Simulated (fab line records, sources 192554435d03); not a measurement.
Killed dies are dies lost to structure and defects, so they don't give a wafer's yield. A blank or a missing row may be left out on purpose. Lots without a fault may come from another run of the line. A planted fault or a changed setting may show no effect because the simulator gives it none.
Chamber matching | flow n5_finfet | N5_FIN_SAQP_ETCH_65 on rie_si-04: 4 sister chambers
The step etches SiO2 in CF4, target depth 4 nm, time 4.4 s. 16 wafers are shown with their chamber, then 8 later ones without.

WAFERS WITH THEIR CHAMBER
wafer  | chamber | throttle_valve_pct (%) | drypump_motor_current_A (A) | oes_product_au (a.u.)
L075.2 | 3       | 21.59                  | 5.5                         | 0.990
L075.3 | 1       | 21.71                  | 5.6                         | 0.995
L075.4 | 0       | 21.92                  | 6.1                         | 0.969
L083.1 | 1       | 21.71                  | 5.6                         | 1.000
L083.2 | 3       | 21.60                  | 5.5                         | 1.000
L083.6 | 3       | 21.62                  | 5.5                         | 0.982
L084.2 | 0       | 21.94                  | 6.0                         | 0.949
L084.3 | 2       | 21.88                  | 5.7                         | 0.947
L084.6 | 3       | 21.59                  | 5.5                         | 0.997
L093.1 | 2       | 21.88                  | 5.7                         | 0.955
L093.2 | 1       | 21.71                  | 5.6                         | 0.995
L093.5 | 2       | 21.89                  | 5.7                         | 0.955
L094.1 | 1       | 21.71                  | 5.6                         | 0.999
L094.2 | 2       | 21.87                  | 5.7                         | 0.944
L094.4 | 3       | 21.61                  | 5.5                         | 1.004
L095.1 | 3       | 21.61                  | 5.5                         | 1.000

SIGNATURES (means of the wafers above)
reading                 | chamber 0 | chamber 1 | chamber 2 | chamber 3 | scatter within a chamber
throttle_valve_pct      | 21.9300   | 21.7100   | 21.8800   | 21.6033   | 0.00972
drypump_motor_current_A | 6.050     | 5.600     | 5.700     | 5.500     | 0.0204
oes_product_au          | 0.95900   | 0.99725   | 0.95025   | 0.99550   | 0.00732
Rule: a wafer's distance from a chamber is the root of the sum, over the readings, of the square of ((its reading less the chamber's mean) divided by the reading's scatter). The wafer belongs to the nearest chamber; if the next one is less than 2 further off, it can't be placed. The scatter: the root of (the sum of the squares of (reading less its chamber's mean) over the shown wafers, divided by (wafers less chambers)).

WAFERS WITHOUT THEIR CHAMBER
wafer  | throttle_valve_pct (%) | drypump_motor_current_A (A) | oes_product_au (a.u.)
L095.3 | 21.89                  | 5.7                         | 0.941
L095.6 | 21.94                  | 6.1                         | 0.956
L096.2 | 21.89                  | 5.7                         | 0.954
L096.5 | 21.95                  | 6.1                         | 0.972
L096.6 | 21.61                  | 5.5                         | 0.999
L097.1 | 21.94                  | 6.1                         | 0.955
L097.4 | 21.86                  | 5.7                         | 0.948
L097.6 | 21.72                  | 5.6                         | 1.009

WHICH CHAMBER EACH WENT THROUGH
wafer  | from the rows above | in truth
L095.3 | 2                   | 2
L095.6 | 0                   | 0
L096.2 | 2                   | 2
L096.5 | 0                   | 0
L096.6 | 3                   | 3
L097.1 | 0                   | 0
L097.4 | 2                   | 2
L097.6 | 1                   | 1
Placed correctly: 8 of 8. Can't be placed from these rows: 0. Placed wrongly: 0.
